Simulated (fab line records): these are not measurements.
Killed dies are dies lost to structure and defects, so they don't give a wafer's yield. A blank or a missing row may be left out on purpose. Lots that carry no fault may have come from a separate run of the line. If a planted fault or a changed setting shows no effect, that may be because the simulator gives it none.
Lot-split experiment    flow n5_finfet    21 wafers read across 7 lots, on a route 1938 steps long

== SPLIT DETAILS ==
At N5_BEOL_M15_EXPOSE_07 (exposes mask V14), the setting dose_mj was moved away from the recipe's 41.25 on 7 of the 21 wafers read, by -6.9% to +4.8%. For the rest of the wafers, this setting stayed at what the recipe calls for.

== FROM THE SPLIT TO THE READING: what the file shows between them, 10 steps ==
- N5_BEOL_M15_PEB_08: peb time 90 s
- N5_BEOL_M15_DEVELOP_09: develop time 45 s
- N5_BEOL_M15_HARDBAKE_14: time 120 s
- N5_BEOL_M15_CD_MEAS_10: target cd 360 nm
- N5_BEOL_M15_DESCUM_15: chemistry O2, time 7.9 s
- N5_BEOL_M15_ETCH_59: etches BARC in N2/H2, target depth 89 nm, overetch 26.7 nm, time 67.9 s
- N5_BEOL_M15_VIA_ETCH_16: etches SiO2 in C4F8/O2/Ar, target depth 1792.2 nm
- N5_BEOL_M15_STRIP_63: strips in O2
- N5_BEOL_M15_STRIP_65: strips in post etch residue remover, time 60 s
- N5_BEOL_M15_SRD_66: time 30 s, dry time 30 s

== THE READING ==
cd_nm (nm) at N5_BEOL_M15_CD_MEAS_17, where the cd target is 360 nm. On this fab line, fault-free wafers typically give 362.5 nm with a standard deviation of 1.9 nm.

wafer   tool, chamber at the split  dose_mj as run  against the recipe  cd_nm, nm  against lot-mates on the recipe
L076.1  krf_scanner-01, 0           41.25           recipe              364.9      -
L076.3  krf_scanner-01, 0           41.25           recipe              362.1      -
L076.6  krf_scanner-01, 0           41.25           recipe              363.5      -
L082.2  krf_scanner-02, 0           39.45           -4.4%               357.1      -6.3
L082.4  krf_scanner-02, 0           39.45           -4.4%               355.9      -7.5
L082.5  krf_scanner-02, 0           41.25           recipe              363.4      -
L088.1  krf_scanner-01, 0           41.25           recipe              361.5      -
L088.3  krf_scanner-01, 0           41.25           recipe              364.3      -
L088.4  krf_scanner-01, 0           41.25           recipe              364.2      -
L090.1  krf_scanner-02, 0           43.21           +4.8%               374.1      +9.9
L090.2  krf_scanner-02, 0           41.25           recipe              364.2      -
L090.3  krf_scanner-02, 0           43.21           +4.8%               372.1      +7.9
L091.3  krf_scanner-02, 0           41.25           recipe              366.5      -
L091.4  krf_scanner-02, 0           41.25           recipe              362.8      -
L091.6  krf_scanner-02, 0           41.25           recipe              366.0      -
L092.1  krf_scanner-02, 0           41.25           recipe              361.0      -
L092.3  krf_scanner-02, 0           38.42           -6.9%               350.3      -12.1
L092.4  krf_scanner-02, 0           41.25           recipe              363.7      -
L096.2  krf_scanner-01, 0           41.25           recipe              359.0      -
L096.3  krf_scanner-01, 0           42.06           +2.0%               362.9      +3.9
L096.5  krf_scanner-01, 0           42.06           +2.0%               363.1      +4.1

FIT RESULTS
A straight line over all 21 wafers: cd_nm changes by +1.74 nm for each +1% of dose_mj; r = +0.91; the points scatter about the line by 2.2 nm.
The same after taking each lot's own level away (the mean of its wafers on the recipe; 21 wafers): +1.76 nm for each +1%; r = +0.97; scatter 1.1 nm.
Per that fit: largest dose_mj move, reading shift of 12 nm.
The span of the lots' own levels, 359.00 to 365.10 nm, comes to 3.2 times the standard deviation stated above.
Consequently the slope shifts little with the lot-to-lot level, the two slopes agreeing.
Check: -11.9 nm against its lot-mates is what the line predicts for one of the wafers moved furthest among these (-6.9%) when that wafer is left out of the fit. Against them it came out at -12.1 nm.

== FURTHER SPLITS ON THESE WAFERS ==
These wafers also went through other splits before the reading. Each is held against what the fit with the lots' levels taken away leaves over:
other split on the same wafers     wafers away from the commonest value  r with cd_nm (lot level and that fit taken away)
N5_BEOL_M14_ETCH_68 time_s         9                                     +0.16
N5_BEOL_M14_TRENCH_ETCH_34 time_s  9                                     -0.10
N5_BEOL_M15_COAT_58 spin_rpm       8                                     -0.05

== THE WHOLE CHAIN: every reading that the file lists as answering this split, in the file's order ==
step                    what it does      reading  change (the file's fit)               r (the file's)
N5_BEOL_M15_CD_MEAS_10  target cd 360 nm  cd_nm    +1.73 nm for each +1% of the setting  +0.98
N5_BEOL_M15_CD_MEAS_17  target cd 360 nm  cd_nm    +1.76 nm for each +1% of the setting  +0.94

== FILE'S OWN FIT ==
cd_nm changes by +1.76 nm for each +1% of dose_mj, r = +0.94.
